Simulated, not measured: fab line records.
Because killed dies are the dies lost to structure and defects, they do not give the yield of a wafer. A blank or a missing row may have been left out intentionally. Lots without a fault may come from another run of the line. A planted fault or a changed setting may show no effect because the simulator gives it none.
Chamber matching / flow nand harc / NHARC_A_CONTACT_ETCH_102 on rie diel-07 has 4 sister chambers
The step etches the open film in CF4/O2, target depth 70 nm, overetch 7 nm, time 38.5 s. 4 wafers are shown with their chamber, then 10 later ones without.

WAFERS PAIRED WITH THEIR CHAMBERS
wafer=L085.2; chamber=2; drypump motor current A (A)=5.4
wafer=L088.6; chamber=0; drypump motor current A (A)=5.1
wafer=L090.2; chamber=3; drypump motor current A (A)=5.6
wafer=L090.5; chamber=1; drypump motor current A (A)=5.5

WAFERS WITH NO CHAMBER GIVEN
wafer=L090.6; drypump motor current A (A)=5.1
wafer=L092.2; drypump motor current A (A)=5.4
wafer=L092.3; drypump motor current A (A)=5.0
wafer=L092.6; drypump motor current A (A)=5.0
wafer=L093.2; drypump motor current A (A)=5.6
wafer=L093.3; drypump motor current A (A)=5.4
wafer=L093.5; drypump motor current A (A)=5.5
wafer=L095.1; drypump motor current A (A)=5.5
wafer=L095.2; drypump motor current A (A)=5.1
wafer=L095.4; drypump motor current A (A)=5.5

THE CHAMBER EACH PASSED THROUGH
wafer=L090.6; from the rows above=0; in truth=0
wafer=L092.2; from the rows above=2; in truth=2
wafer=L092.3; from the rows above=0; in truth=0
wafer=L092.6; from the rows above=0; in truth=0
wafer=L093.2; from the rows above=3; in truth=3
wafer=L093.3; from the rows above=2; in truth=2
wafer=L093.5; from the rows above=1; in truth=1
wafer=L095.1; from the rows above=1; in truth=1
wafer=L095.2; from the rows above=0; in truth=0
wafer=L095.4; from the rows above=1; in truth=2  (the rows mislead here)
9 of 10 placed correctly. From these rows, 0 cannot be placed. Placed wrongly: 1.
How it was worked out, from the rows above alone: a wafer's distance from a chamber is the root of the sum, over the readings, of the square of ((its reading less the chamber's mean) divided by the reading's scatter). The wafer belongs to the nearest chamber; if the next one is less than 2 further off, it can't be placed. Each chamber's mean is taken over the wafers shown for it. The scatter: with one shown wafer a chamber, the root of the mean of the squares of how far each hidden wafer lies from its nearest shown one.
